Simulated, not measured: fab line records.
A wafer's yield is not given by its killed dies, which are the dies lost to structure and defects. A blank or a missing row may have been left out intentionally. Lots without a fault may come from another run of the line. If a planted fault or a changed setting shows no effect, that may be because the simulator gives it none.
Chamber matching | flow nand-harc | rie-diel-04 running NHARC_A_M1_STRIP_18: 4 sister chambers
The step strips in N2/H2. 18 wafers are shown with their chamber, then 9 later ones without.

== WAFERS WITH THEIR CHAMBER ==
wafer  | chamber | drypump-motor-current-A (A) | throttle-valve-pct (%) | rf-vpp-V (V)
L075.2 | 3       | 5.3                         | 14.171                 | 89.8
L075.4 | 1       | 5.8                         | 14.186                 | 90.6
L075.6 | 1       | 5.9                         | 14.178                 | 91.0
L080.1 | 0       | 6.3                         | 14.174                 | 89.9
L080.2 | 3       | 5.3                         | 14.177                 | 90.0
L080.6 | 0       | 6.3                         | 14.162                 | 90.6
L082.1 | 3       | 5.3                         | 14.157                 | 91.5
L082.3 | 1       | 5.8                         | 14.162                 | 90.1
L082.6 | 1       | 5.8                         | 14.168                 | 91.9
L089.1 | 3       | 5.3                         | 14.157                 | 90.4
L089.5 | 0       | 6.4                         | 14.171                 | 90.5
L089.6 | 1       | 5.9                         | 14.181                 | 91.5
L091.3 | 2       | 5.1                         | 14.160                 | 90.6
L091.5 | 3       | 5.3                         | 14.188                 | 90.5
L091.6 | 0       | 6.3                         | 14.173                 | 90.9
L093.2 | 0       | 6.3                         | 14.167                 | 90.5
L093.4 | 1       | 5.8                         | 14.161                 | 92.0
L093.6 | 3       | 5.3                         | 14.170                 | 91.5

SIGNATURES (averages over the wafers above)
reading                 | chamber 0 | chamber 1 | chamber 2 | chamber 3 | scatter within a chamber
drypump-motor-current-A | 6.320     | 5.833     | 5.100     | 5.300     | 0.039
throttle-valve-pct      | 14.16940  | 14.17267  | 14.16000  | 14.17000  | 0.00984
rf-vpp-V                | 90.480    | 91.183    | 90.600    | 90.617    | 0.656
Rule: distance of a wafer from a chamber = root of the sum over the readings of ((wafer's reading minus chamber's mean) / reading's scatter) squared. If the next closest chamber is less than 2 further off than the closest, the wafer can't be placed; otherwise it belongs to the closest. The scatter is the square root of a quotient: the sum, over the shown wafers, of each reading's squared deviation from its chamber's mean, divided by wafers minus chambers.

== WAFERS WHOSE CHAMBER IS MISSING ==
wafer  | drypump-motor-current-A (A) | throttle-valve-pct (%) | rf-vpp-V (V)
L088.3 | 6.4                         | 14.170                 | 90.4
L088.4 | 5.9                         | 14.183                 | 91.0
L088.6 | 5.9                         | 14.166                 | 90.1
L092.1 | 6.4                         | 14.177                 | 91.3
L092.3 | 5.1                         | 14.173                 | 89.8
L092.4 | 5.8                         | 14.151                 | 90.7
L095.2 | 5.8                         | 14.174                 | 90.8
L095.4 | 5.1                         | 14.171                 | 89.8
L095.6 | 5.2                         | 14.173                 | 92.2

== WHICH CHAMBER EACH WENT THROUGH ==
wafer  | from the rows above     | in truth
L088.3 | 0                       | 0
L088.4 | 1                       | 1
L088.6 | 1                       | 1
L092.1 | 0                       | 0
L092.3 | 2                       | 2
L092.4 | 1                       | 1
L095.2 | 1                       | 1
L095.4 | 2                       | 2
L095.6 | can't be placed: 3 or 2 | 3
8 of 9 placed correctly. Can't be placed from these rows: 1 (the true chamber is among the candidates in 1). 0 placed wrongly.
